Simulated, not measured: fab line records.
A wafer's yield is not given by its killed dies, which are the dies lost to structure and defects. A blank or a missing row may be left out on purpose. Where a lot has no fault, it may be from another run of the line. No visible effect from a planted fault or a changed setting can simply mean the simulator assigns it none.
3 desks, one fault -- flow n5 finfet -- only its own numbers are on each desk; what lay behind them is given at the end

## THE METROLOGY DESK
What the gauges read, lot by lot, whatever tool the lot ran on: means of the sampled wafers that have a number. Any lot whose mean is over 4 standard deviations away from the usual mean is out of limits and marked OUT; that distance is given in the brackets. 7 of its 10 readings are shown, namely those furthest out on some lot.
Columns: A = DIBL_N at N5_BEOL_M4_RC_MEAS_101, usual 36.0 mV/V; B = IOFF_P at N5_BEOL_M4_RC_MEAS_101, usual 0.21 nA/um; C = ION_N at N5_BEOL_M4_RC_MEAS_101, usual 675 uA/um; D = ION_P at N5_BEOL_M4_RC_MEAS_101, usual 462 uA/um; E = SS_N at N5_BEOL_M4_RC_MEAS_101, usual 71.5 mV/dec; F = VT_N at N5_BEOL_M4_RC_MEAS_101, usual 250 mV; G = VT_P at N5_BEOL_M4_RC_MEAS_101, usual -251 mV
lot,first seen here,A,B,C,D,E,F,G
L826,day 7 20:10,36.0,0.22,692,469,71.3,243,-246
L830,day 9 00:43,37.0,0.26,693,477,71.4,247,-248
L829,day 9 05:07,36.1,0.19,663,450,71.6,251,-254
L833,day 9 20:21,35.2,0.23,690,477,70.5,246,-247
L834,day 10 00:16,36.5,0.20,666,452,71.7,250,-254
L840,day 12 04:15,37.6,0.23,688,471,72.0,248,-249
L842,day 12 05:52,34.5,0.19,668,459,71.2,252,-250
L845,day 12 12:43,34.9,0.19,674,465,71.0,253,-252
L847,day 13 13:23,33.9,0.16,664,462,71.1,256,-254
L848,day 13 23:28,38.7,0.21,684,460,72.9,248,-252
Result from this desk: across the 10 lots, nothing is out of limits.

## THE DEFECT DESK
Per lot, the means of the sampled wafers with a number show what the inspections along the route counted. Any lot whose mean is over 4 standard deviations away from the usual mean is out of limits and marked OUT; that distance is given in the brackets.
Columns: A = raw defect count at N5_STI_FIN_REVEAL_INSPECT_13, usual 12
lot,first seen here,A
L826,day 2 19:34,10
L829,day 3 14:38,10
L830,day 3 20:42,11
L833,day 4 11:59,16
L834,day 4 22:52,12
L840,day 6 10:20,344 (+72) OUT
L842,day 6 21:08,338 (+71) OUT
L845,day 7 13:08,13
L847,day 8 00:07,21
L848,day 8 09:17,12
This desk finds L840, L842 out of limits, L840 being first, at day 6 10:20 (raw defect count at N5_STI_FIN_REVEAL_INSPECT_13). L826, L829, L830, L833, L834, L845, L847, L848: within limits.

## DESK OF THE TOOL OWNER: remote plasma-02
The tool's own readings at N5_STI_FIN_REVEAL_PRECLEAN_17 (cleans in NF3:NH3, afs cycles 1, time 20 s, sublimation time 60 s): means of the sampled wafers that have a number, for each lot that ran on this tool. Any lot whose mean is over 4 standard deviations away from the usual mean is out of limits and marked OUT; that distance is given in the brackets.
Columns: A = sublimation temp c at N5_STI_FIN_REVEAL_PRECLEAN_17, usual 180.02 C; B = temp c at N5_STI_FIN_REVEAL_PRECLEAN_17, usual 29.99 C
lot,first seen here,A,B
L830,day 3 19:49,179.86,29.95
L833,day 4 11:05,180.03,29.97
L840,day 6 09:20,179.94,29.88
L842,day 6 20:07,180.12,30.08
Result from this desk: across the 4 lots, nothing is out of limits.

## ALL TOGETHER
The defect desk could have raised an alarm at day 6 10:20, on L840, L842.
At the metrology desk, nothing out of limits was observed.
Nothing out of limits was seen by the tool owner's desk.
The metrology desk holds a record of L840, L842, inside its limits.
The tool owner's desk has L840, L842 on record, within its limits.
All the named lots went through N5_STI_FIN_REVEAL_PRECLEAN_17 on remote plasma-02.

## WHAT THE SIMULATOR HAD INSERTED
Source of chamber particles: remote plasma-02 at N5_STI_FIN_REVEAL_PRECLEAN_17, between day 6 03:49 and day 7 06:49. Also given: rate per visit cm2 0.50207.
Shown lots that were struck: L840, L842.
Hours from the fault's start to each desk's first reading out of limits: the defect desk, 7.
